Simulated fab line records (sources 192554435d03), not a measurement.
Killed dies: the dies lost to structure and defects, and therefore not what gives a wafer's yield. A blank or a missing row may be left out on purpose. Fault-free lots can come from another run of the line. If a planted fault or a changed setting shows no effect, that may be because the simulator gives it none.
Which tool did it? / flow n5 finfet / 10 lots with 29 wafers sampled at 5 steps, on a route of 1938 steps

## WHAT EACH GAUGE READ, for each wafer
Not one reading of a measure or inspect step in the record can be checked against a usual standard deviation.

## WHICH TOOL RAN EACH LOT (tool, then ch and the chambers of the sampled wafers, then the start)
lot=L646; N5_BEOL_M8_DESCUM_33=rie diel-01 ch 1,2,3, day 9 15:52; N5_BEOL_M8_ETCH_72=rie diel-01 ch 1,2,3, day 9 15:55; N5_BEOL_M8_CURE_75=uv cure-02 ch 1, day 9 16:30; N5_BEOL_M8_SPUTTER_48=pvd sputter-02, day 9 17:35; N5_PASSIVATION_PROBE_49=-
lot=L648; N5_BEOL_M8_DESCUM_33=rie diel-03 ch 1,2,3, day 9 19:48; N5_BEOL_M8_ETCH_72=rie diel-03 ch 1,2,3, day 9 19:50; N5_BEOL_M8_CURE_75=uv cure-01 ch 1, day 9 20:25; N5_BEOL_M8_SPUTTER_48=pvd sputter-03, day 9 22:08; N5_PASSIVATION_PROBE_49=prober-01, day 12 15:38
lot=L651; N5_BEOL_M8_DESCUM_33=rie diel-04 ch 1,2,3, day 10 18:50; N5_BEOL_M8_ETCH_72=rie diel-04 ch 1,2,3, day 10 18:52; N5_BEOL_M8_CURE_75=uv cure-01 ch 2, day 10 19:30; N5_BEOL_M8_SPUTTER_48=pvd sputter-03, day 10 20:46; N5_PASSIVATION_PROBE_49=prober-02, day 13 14:22
lot=L652; N5_BEOL_M8_DESCUM_33=rie diel-03 ch 1,2,3, day 10 22:29; N5_BEOL_M8_ETCH_72=rie diel-03 ch 1,2,3, day 10 22:31; N5_BEOL_M8_CURE_75=uv cure-01 ch 1, day 10 23:06; N5_BEOL_M8_SPUTTER_48=pvd sputter-02, day 11 00:27; N5_PASSIVATION_PROBE_49=prober-01, day 13 13:13
lot=L653; N5_BEOL_M8_DESCUM_33=rie diel-01 ch 2,3, day 11 19:13; N5_BEOL_M8_ETCH_72=rie diel-01 ch 2,3, day 11 19:15; N5_BEOL_M8_CURE_75=uv cure-01 ch 2, day 11 20:05; N5_BEOL_M8_SPUTTER_48=pvd sputter-01, day 11 21:50; N5_PASSIVATION_PROBE_49=prober-01, day 14 17:10
lot=L654; N5_BEOL_M8_DESCUM_33=rie diel-01 ch 2,3, day 11 19:41; N5_BEOL_M8_ETCH_72=rie diel-01 ch 2,3, day 11 19:43; N5_BEOL_M8_CURE_75=uv cure-01 ch 0, day 11 20:41; N5_BEOL_M8_SPUTTER_48=pvd sputter-01, day 11 22:13; N5_PASSIVATION_PROBE_49=prober-01, day 14 12:15
lot=L662; N5_BEOL_M8_DESCUM_33=rie diel-01 ch 0,2, day 14 05:06; N5_BEOL_M8_ETCH_72=rie diel-01 ch 0,2, day 14 05:08; N5_BEOL_M8_CURE_75=uv cure-03 ch 1, day 14 05:49; N5_BEOL_M8_SPUTTER_48=pvd sputter-03, day 14 07:21; N5_PASSIVATION_PROBE_49=prober-02, day 16 21:32
lot=L665; N5_BEOL_M8_DESCUM_33=rie diel-04 ch 0,1, day 14 09:50; N5_BEOL_M8_ETCH_72=rie diel-04 ch 0,1, day 14 09:52; N5_BEOL_M8_CURE_75=uv cure-01 ch 0, day 14 10:37; N5_BEOL_M8_SPUTTER_48=pvd sputter-02, day 14 11:47; N5_PASSIVATION_PROBE_49=prober-01, day 17 20:47
lot=L664; N5_BEOL_M8_DESCUM_33=rie diel-01 ch 1,3, day 14 13:58; N5_BEOL_M8_ETCH_72=rie diel-01 ch 1,3, day 14 14:00; N5_BEOL_M8_CURE_75=uv cure-02 ch 2, day 14 14:41; N5_BEOL_M8_SPUTTER_48=pvd sputter-01, day 14 15:56; N5_PASSIVATION_PROBE_49=prober-01, day 17 08:05
lot=L668; N5_BEOL_M8_DESCUM_33=rie diel-01 ch 1,2,3, day 15 09:55; N5_BEOL_M8_ETCH_72=rie diel-01 ch 1,2,3, day 15 09:57; N5_BEOL_M8_CURE_75=uv cure-01 ch 1, day 15 10:32; N5_BEOL_M8_SPUTTER_48=pvd sputter-01, day 15 12:04; N5_PASSIVATION_PROBE_49=-
- N5_BEOL_M8_DESCUM_33: chemistry O2, time 7 s.
- N5_BEOL_M8_ETCH_72: etches underlayer in N2/H2, target depth 6.5 nm, time 5.2 s.
- N5_BEOL_M8_CURE_75: cures SiCOH lowk, time 120 s.
- N5_BEOL_M8_SPUTTER_48: material Cu, target thk 10 nm, time 1.667 s.
- N5_PASSIVATION_PROBE_49

## WHAT THE TOOLS THEMSELVES READ (means of the sampled wafers that have a number; where no wafer has one, the mark that the record gives instead)
N5_BEOL_M8_DESCUM_33.
lot=L646; tool=rie diel-01; drypump motor current A (A)=5.3; oes product au (a.u.)=0.81; rf vpp V (V)=243.8; showerhead plenum p Torr (Torr)=2.11; throttle valve pct (%)=20.57
lot=L648; tool=rie diel-03; drypump motor current A (A)=5.8; oes product au (a.u.)=0.73; rf vpp V (V)=241.9; showerhead plenum p Torr (Torr)=2.06; throttle valve pct (%)=20.46
lot=L651; tool=rie diel-04; drypump motor current A (A)=5.8; oes product au (a.u.)=0.81; rf vpp V (V)=243.1; showerhead plenum p Torr (Torr)=2.08; throttle valve pct (%)=20.40
lot=L652; tool=rie diel-03; drypump motor current A (A)=5.8; oes product au (a.u.)=0.73; rf vpp V (V)=242.4; showerhead plenum p Torr (Torr)=2.06; throttle valve pct (%)=20.47
lot=L653; tool=rie diel-01; drypump motor current A (A)=5.3; oes product au (a.u.)=0.86; rf vpp V (V)=244.3; showerhead plenum p Torr (Torr)=2.19; throttle valve pct (%)=20.57
lot=L654; tool=rie diel-01; drypump motor current A (A)=5.5; oes product au (a.u.)=0.82; rf vpp V (V)=243.8; showerhead plenum p Torr (Torr)=2.17; throttle valve pct (%)=20.58
lot=L662; tool=rie diel-01; drypump motor current A (A)=5.2; oes product au (a.u.)=0.85; rf vpp V (V)=243.3; showerhead plenum p Torr (Torr)=2.16; throttle valve pct (%)=20.46
lot=L665; tool=rie diel-04; drypump motor current A (A)=6.0; oes product au (a.u.)=0.76; rf vpp V (V)=243.0; showerhead plenum p Torr (Torr)=2.09; throttle valve pct (%)=20.45
lot=L664; tool=rie diel-01; drypump motor current A (A)=5.6; oes product au (a.u.)=0.79; rf vpp V (V)=243.5; showerhead plenum p Torr (Torr)=2.13; throttle valve pct (%)=20.54
lot=L668; tool=rie diel-01; drypump motor current A (A)=5.3; oes product au (a.u.)=0.83; rf vpp V (V)=244.7; showerhead plenum p Torr (Torr)=2.18; throttle valve pct (%)=20.50

N5_BEOL_M8_ETCH_72.
lot=L646; tool=rie diel-01; drypump motor current A (A)=5.3; etch rf on time s (s)=5.22; h2 flow sccm (sccm)=199.5; oes product au (a.u.)=0.69; rf vpp V (V)=523; showerhead plenum p Torr (Torr)=2.56; throttle valve pct (%)=17.99
lot=L648; tool=rie diel-03; drypump motor current A (A)=5.8; etch rf on time s (s)=5.35; h2 flow sccm (sccm)=200.1; oes product au (a.u.)=0.62; rf vpp V (V)=523; showerhead plenum p Torr (Torr)=2.50; throttle valve pct (%)=17.84
lot=L651; tool=rie diel-04; drypump motor current A (A)=5.8; etch rf on time s (s)=5.11; h2 flow sccm (sccm)=199.6; oes product au (a.u.)=0.70; rf vpp V (V)=524; showerhead plenum p Torr (Torr)=2.53; throttle valve pct (%)=17.83
lot=L652; tool=rie diel-03; drypump motor current A (A)=5.8; etch rf on time s (s)=5.20; h2 flow sccm (sccm)=200.6; oes product au (a.u.)=0.62; rf vpp V (V)=522; showerhead plenum p Torr (Torr)=2.50; throttle valve pct (%)=17.87
lot=L653; tool=rie diel-01; drypump motor current A (A)=5.3; etch rf on time s (s)=5.25; h2 flow sccm (sccm)=199.9; oes product au (a.u.)=0.73; rf vpp V (V)=527; showerhead plenum p Torr (Torr)=2.64; throttle valve pct (%)=17.85
lot=L654; tool=rie diel-01; drypump motor current A (A)=5.5; etch rf on time s (s)=5.25; h2 flow sccm (sccm)=199.4; oes product au (a.u.)=0.72; rf vpp V (V)=526; showerhead plenum p Torr (Torr)=2.61; throttle valve pct (%)=17.91
lot=L662; tool=rie diel-01; drypump motor current A (A)=5.2; etch rf on time s (s)=5.23; h2 flow sccm (sccm)=200.0; oes product au (a.u.)=0.72; rf vpp V (V)=525; showerhead plenum p Torr (Torr)=2.60; throttle valve pct (%)=17.74
lot=L665; tool=rie diel-04; drypump motor current A (A)=6.0; etch rf on time s (s)=5.15; h2 flow sccm (sccm)=200.0; oes product au (a.u.)=0.64; rf vpp V (V)=523; showerhead plenum p Torr (Torr)=2.55; throttle valve pct (%)=17.93
lot=L664; tool=rie diel-01; drypump motor current A (A)=5.6; etch rf on time s (s)=5.27; h2 flow sccm (sccm)=199.3; oes product au (a.u.)=0.67; rf vpp V (V)=525; showerhead plenum p Torr (Torr)=2.59; throttle valve pct (%)=18.02
lot=L668; tool=rie diel-01; drypump motor current A (A)=5.3; etch rf on time s (s)=5.25; h2 flow sccm (sccm)=200.2; oes product au (a.u.)=0.71; rf vpp V (V)=527; showerhead plenum p Torr (Torr)=2.64; throttle valve pct (%)=17.91

N5_BEOL_M8_CURE_75.
lot=L646; tool=uv cure-02; lamp power pct (%)=52.34; run length s (s)=177.3; wafer_temp_C_max=371.8
lot=L648; tool=uv cure-01; lamp power pct (%)=52.32; run length s (s)=177.8; wafer_temp_C_max=371.3
lot=L651; tool=uv cure-01; lamp power pct (%)=52.22; run length s (s)=178.4; wafer_temp_C_max=371.2
lot=L652; tool=uv cure-01; lamp power pct (%)=52.34; run length s (s)=187.5; wafer_temp_C_max=371.0
lot=L653; tool=uv cure-01; lamp power pct (%)=52.31; run length s (s)=187.7; wafer_temp_C_max=371.6
lot=L654; tool=uv cure-01; lamp power pct (%)=52.34; run length s (s)=192.0; wafer_temp_C_max=371.2
lot=L662; tool=uv cure-03; lamp power pct (%)=52.31; run length s (s)=177.5; wafer_temp_C_max=371.5
lot=L665; tool=uv cure-01; lamp power pct (%)=52.37; run length s (s)=177.5; wafer_temp_C_max=371.5
lot=L664; tool=uv cure-02; lamp power pct (%)=52.28; run length s (s)=178.5; wafer_temp_C_max=371.7
lot=L668; tool=uv cure-01; lamp power pct (%)=52.29; run length s (s)=177.5; wafer_temp_C_max=371.2

N5_BEOL_M8_SPUTTER_48.
lot=L646; tool=pvd sputter-02; susceptor temp C (C)=-19.97; throttle valve pct (%)=29.4
lot=L648; tool=pvd sputter-03; susceptor temp C (C)=-20.03; throttle valve pct (%)=29.5
lot=L651; tool=pvd sputter-03; susceptor temp C (C)=-20.00; throttle valve pct (%)=29.4
lot=L652; tool=pvd sputter-02; susceptor temp C (C)=-20.01; throttle valve pct (%)=30.5
lot=L653; tool=pvd sputter-01; susceptor temp C (C)=-20.03; throttle valve pct (%)=29.3
lot=L654; tool=pvd sputter-01; susceptor temp C (C)=-20.02; throttle valve pct (%)=30.4
lot=L662; tool=pvd sputter-03; susceptor temp C (C)=-20.01; throttle valve pct (%)=29.3
lot=L665; tool=pvd sputter-02; susceptor temp C (C)=-19.99; throttle valve pct (%)=30.8
lot=L664; tool=pvd sputter-01; susceptor temp C (C)=-20.00; throttle valve pct (%)=30.1
lot=L668; tool=pvd sputter-01; susceptor temp C (C)=-19.98; throttle valve pct (%)=30.0

N5_PASSIVATION_PROBE_49.
lot=L648; tool=prober-01; defect limited yield (%)=92.0; killed_at_M0_to_M3=43; killed_at_M4_up=9; killed at contacts=15; killed at front end=23; killed at other=4.0; killed dies=95; killed open=63; killed short=29; sort_bin_5_function (%)=4.8; sort_bin_6_memory (%)=3.0; sort_bin_8_speed (%)=0.00; sort n pass=1085; sort yield pct (%)=92.0
lot=L651; tool=prober-02; defect limited yield (%)=92.4; killed_at_M0_to_M3=26; killed_at_M4_up=14; killed at contacts=16; killed at front end=32; killed at other=1.0; killed dies=89; killed open=61; killed short=27; sort_bin_5_function (%)=4.4; sort_bin_6_memory (%)=2.7; sort_bin_8_speed (%)=0.00; sort n pass=1091; sort yield pct (%)=92.4
lot=L652; tool=prober-01; defect limited yield (%)=91.3; killed_at_M0_to_M3=40; killed_at_M4_up=16; killed at contacts=15; killed at front end=30; killed at other=3.0; killed dies=103; killed open=68; killed short=34; sort_bin_5_function (%)=5.1; sort_bin_6_memory (%)=3.5; sort_bin_8_speed (%)=0.00; sort n pass=1077; sort yield pct (%)=91.3
lot=L653; tool=prober-01; defect limited yield (%)=92.0; killed_at_M0_to_M3=34; killed_at_M4_up=12; killed at contacts=13; killed at front end=33; killed at other=3.3; killed dies=94; killed open=66; killed short=27; sort_bin_5_function (%)=4.4; sort_bin_6_memory (%)=3.3; sort_bin_8_speed (%)=0.00; sort n pass=1086; sort yield pct (%)=92.0
lot=L654; tool=prober-01; defect limited yield (%)=92.6; killed_at_M0_to_M3=35; killed_at_M4_up=10; killed at contacts=6; killed at front end=36; killed at other=0.0; killed dies=87; killed open=69; killed short=15; sort_bin_5_function (%)=4.4; sort_bin_6_memory (%)=2.8; sort_bin_8_speed (%)=0.00; sort n pass=1093; sort yield pct (%)=92.6
lot=L662; tool=prober-02; defect limited yield (%)=90.8; killed_at_M0_to_M3=37; killed_at_M4_up=12; killed at contacts=21; killed at front end=37; killed at other=0.7; killed dies=108; killed open=76; killed short=31; sort_bin_5_function (%)=5.5; sort_bin_6_memory (%)=3.2; sort_bin_8_speed (%)=0.00; sort n pass=1072; sort yield pct (%)=90.8
lot=L665; tool=prober-01; defect limited yield (%)=92.0; killed_at_M0_to_M3=36; killed_at_M4_up=11; killed at contacts=17; killed at front end=29; killed at other=0.7; killed dies=94; killed open=67; killed short=27; sort_bin_5_function (%)=4.8; sort_bin_6_memory (%)=2.9; sort_bin_8_speed (%)=0.00; sort n pass=1086; sort yield pct (%)=92.0
lot=L664; tool=prober-01; defect limited yield (%)=90.7; killed_at_M0_to_M3=31; killed_at_M4_up=16; killed at contacts=12; killed at front end=46; killed at other=4.3; killed dies=109; killed open=70; killed short=37; sort_bin_5_function (%)=5.7; sort_bin_6_memory (%)=3.2; sort_bin_8_speed (%)=0.03; sort n pass=1070; sort yield pct (%)=90.7

## THE ANSWER, worked out from the rows above alone
Rule: usual is defined by the lots themselves. Put in order of their means at a reading, lots are off if they are a third of the lots or fewer, leave a main group of 4 or more, and stand apart from it by a gap of 3 or more times the standard deviation of the main group's means; of several such gaps the widest counts. A main group is skipped when, at the precision printed for the reading in the tables above, its means are all equal. A lot without any number at a reading at which 4 lots or more have one is off too. All remaining lots with rows at the step are treated as sound. The gauges are gone through in route order, then the tools' own readings, and for those a lot's mean is taken as printed above. The first step at which some lot is off is used, and at that step the reading that is off furthest; a lot without a number counts as furthest.
Off: L652, L653, L654, at N5_BEOL_M8_CURE_75 (run length s). The main group: mean 177.8 s, standard deviation 0.44.
A tool fits if, at that step or a process step before it, it ran every lot that is off, and no sound lot after the first of them. Not one of the candidates tried fits.

## WHAT THE SIMULATOR HAD INSERTED
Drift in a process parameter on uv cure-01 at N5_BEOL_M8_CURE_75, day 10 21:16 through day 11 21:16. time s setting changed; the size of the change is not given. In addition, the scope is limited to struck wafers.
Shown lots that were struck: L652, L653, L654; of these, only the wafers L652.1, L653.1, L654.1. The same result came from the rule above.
